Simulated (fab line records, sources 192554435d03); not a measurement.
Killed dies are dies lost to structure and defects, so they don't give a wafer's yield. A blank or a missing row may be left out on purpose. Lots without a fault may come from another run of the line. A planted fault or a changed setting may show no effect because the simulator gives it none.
Which tool did it? | flow n5_finfet | 12 lots, 36 wafers sampled, at 4 steps of a route of 1938

WHAT THE GAUGES READ, wafer by wafer
N5_BEOL_M8_INSPECT_58: inspects for defects (darkfield). Usual: raw_defect_count 70, standard deviation 21.
lot  | measured     | on                | raw_defect_count | flag
L513 | day 9 17:36  | defect_inspect-01 | 59 60 60         |
L514 | day 10 07:14 | defect_inspect-02 | 59 41 72         |
L515 | day 10 18:47 | defect_inspect-02 | 114 89 83        |
L516 | day 11 06:05 | defect_inspect-02 | 111 78 61        |
L520 | day 11 18:43 | defect_inspect-02 | 48 71 59         |
L522 | day 12 13:20 | defect_inspect-02 | 51 62 71         |
L521 | day 12 14:14 | defect_inspect-01 | 72 53 90         |
L525 | day 12 19:04 | defect_inspect-02 | 78 66 67         |
L524 | day 12 22:00 | defect_inspect-01 | 66 66 83         |
L531 | day 14 13:32 | defect_inspect-02 | 41 95 84         |
L532 | day 14 21:02 | defect_inspect-02 | 80 80 81         |
L535 | day 15 19:23 | defect_inspect-01 | 53 101 43        |

N5_BEOL_M9_CD_MEAS_28: target cd 70 nm. Usual: cd_nm 70.07 nm, standard deviation 0.25.
lot  | measured     | on        | cd_nm (nm)        | flag
L513 | day 9 20:38  | cd_sem-02 | 69.94 70.18 69.41 |
L514 | day 10 10:20 | cd_sem-01 | 70.29 69.94 69.55 |
L515 | day 10 23:31 | cd_sem-01 | 69.91 69.66 70.02 |
L516 | day 11 11:28 | cd_sem-03 | 70.09 70.09 69.65 |
L520 | day 12 00:25 | cd_sem-03 | 70.05 69.89 70.07 |
L522 | day 12 17:08 | cd_sem-01 | 70.33 69.74 70.32 |
L521 | day 12 17:19 | cd_sem-01 | 70.41 69.97 70.21 |
L525 | day 13 00:19 | cd_sem-02 | 70.07 70.19 70.44 |
L524 | day 13 03:59 | cd_sem-02 | 69.81 70.28 70.41 |
L531 | day 14 16:45 | cd_sem-03 | 70.40 70.30 70.23 |
L532 | day 15 01:37 | cd_sem-01 | 70.48 69.87 70.17 |
L535 | day 15 22:24 | cd_sem-03 | 70.21 69.95 69.90 |

N5_BEOL_M9_INSPECT_30: inspects for defects (brightfield). Usual: raw_defect_count 413, standard deviation 77.
lot  | measured     | on                | raw_defect_count | flag
L513 | day 9 20:43  | defect_inspect-01 | 385 311 380      |
L514 | day 10 10:25 | defect_inspect-01 | 381 481 400      |
L515 | day 10 23:36 | defect_inspect-02 | 473 405 351      |
L516 | day 11 11:34 | defect_inspect-02 | 429 366 353      |
L520 | day 12 00:30 | defect_inspect-02 | 461 535 379      |
L522 | day 12 17:14 | defect_inspect-02 | 342 403 451      |
L521 | day 12 17:24 | defect_inspect-02 | 515 295 407      |
L525 | day 13 00:23 | defect_inspect-02 | 400 343 415      |
L524 | day 13 04:04 | defect_inspect-02 | 388 394 325      |
L531 | day 14 16:50 | defect_inspect-02 | 325 341 446      |
L532 | day 15 01:41 | defect_inspect-02 | 351 357 451      |
L535 | day 15 22:29 | defect_inspect-02 | 459 443 383      |

WHICH TOOL RAN EACH LOT (tool, then ch and the chambers of the sampled wafers, then the start)
lot  | N5_BEOL_M9_COAT_75
L513 | litho_track-02 ch 0, day 9 20:22
L514 | litho_track-04 ch 0, day 10 10:04
L515 | litho_track-01 ch 0, day 10 23:06
L516 | litho_track-04 ch 0, day 11 11:10
L520 | litho_track-02 ch 0, day 12 00:01
L522 | litho_track-01 ch 0, day 12 16:46
L521 | litho_track-02 ch 0, day 12 16:46
L525 | litho_track-01 ch 0, day 13 00:02
L524 | litho_track-02 ch 0, day 13 03:43
L531 | litho_track-01 ch 0, day 14 16:22
L532 | litho_track-01 ch 0, day 15 01:13
L535 | litho_track-04 ch 0, day 15 22:01
- N5_BEOL_M9_COAT_75: time 60 s, resist thk 5 nm.

WHAT THE TOOLS THEMSELVES READ (means of the sampled wafers that have a number; where no wafer has one, the mark that the record gives instead)
N5_BEOL_M9_COAT_75. Usual: dispense_pressure_kPa 49 kPa, standard deviation 3.3; spin_speed_rpm 1500.1 rpm, standard deviation 1.
lot  | tool           | dispense_pressure_kPa (kPa) | spin_speed_rpm (rpm) | flag
L513 | litho_track-02 | 51                          | 1499.9               |
L514 | litho_track-04 | 44                          | 1500.7               |
L515 | litho_track-01 | 51                          | 1500.8               |
L516 | litho_track-04 | 44                          | 1500.4               |
L520 | litho_track-02 | 51                          | 1500.9               |
L522 | litho_track-01 | 51                          | 1500.9               |
L521 | litho_track-02 | 51                          | 1500.5               |
L525 | litho_track-01 | 51                          | 1499.9               |
L524 | litho_track-02 | 51                          | 1499.0               |
L531 | litho_track-01 | 51                          | 1432.5               | OFF
L532 | litho_track-01 | 51                          | 1433.0               | OFF
L535 | litho_track-04 | 44                          | 1499.8               |

THE ANSWER, worked out from the rows above alone
Rule: a lot is off if the mean of its wafers that have a number lies more than 3 standard deviations from the usual mean. A lot without any number at a reading at which 4 lots or more have one is off too. The other lots that the step has rows for count as sound. The gauges are gone through in route order, then the tools' own readings, and for those a lot's mean is taken as printed above. The first step at which some lot is off is used, and at that step the reading that is off furthest; a lot without a number counts as furthest.
Off: L531, L532, at N5_BEOL_M9_COAT_75 (spin_speed_rpm).
A tool fits if, at that step or a process step before it, it ran every lot that is off, and no sound lot after the first of them. One fits: litho_track-01 at N5_BEOL_M9_COAT_75. Its last sound lot is L525 (day 13 00:02), its first lot that is off L531 (day 14 16:22): a fault that began between those two fits.
The tool's own readings at N5_BEOL_M9_COAT_75 bear it out: on the lots that are off they differ by more than 5 times the standard deviation of the sound lots' means. spin_speed_rpm reads 1432.8 rpm there against 1500.3 rpm on the sound lots.

WHAT THE SIMULATOR HAD PUT IN
Process parameter drift: litho_track-01, from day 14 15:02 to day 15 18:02, at N5_BEOL_M9_COAT_75. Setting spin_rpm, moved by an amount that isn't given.
Lots struck among those shown: L531, L532. The rule above found the same.
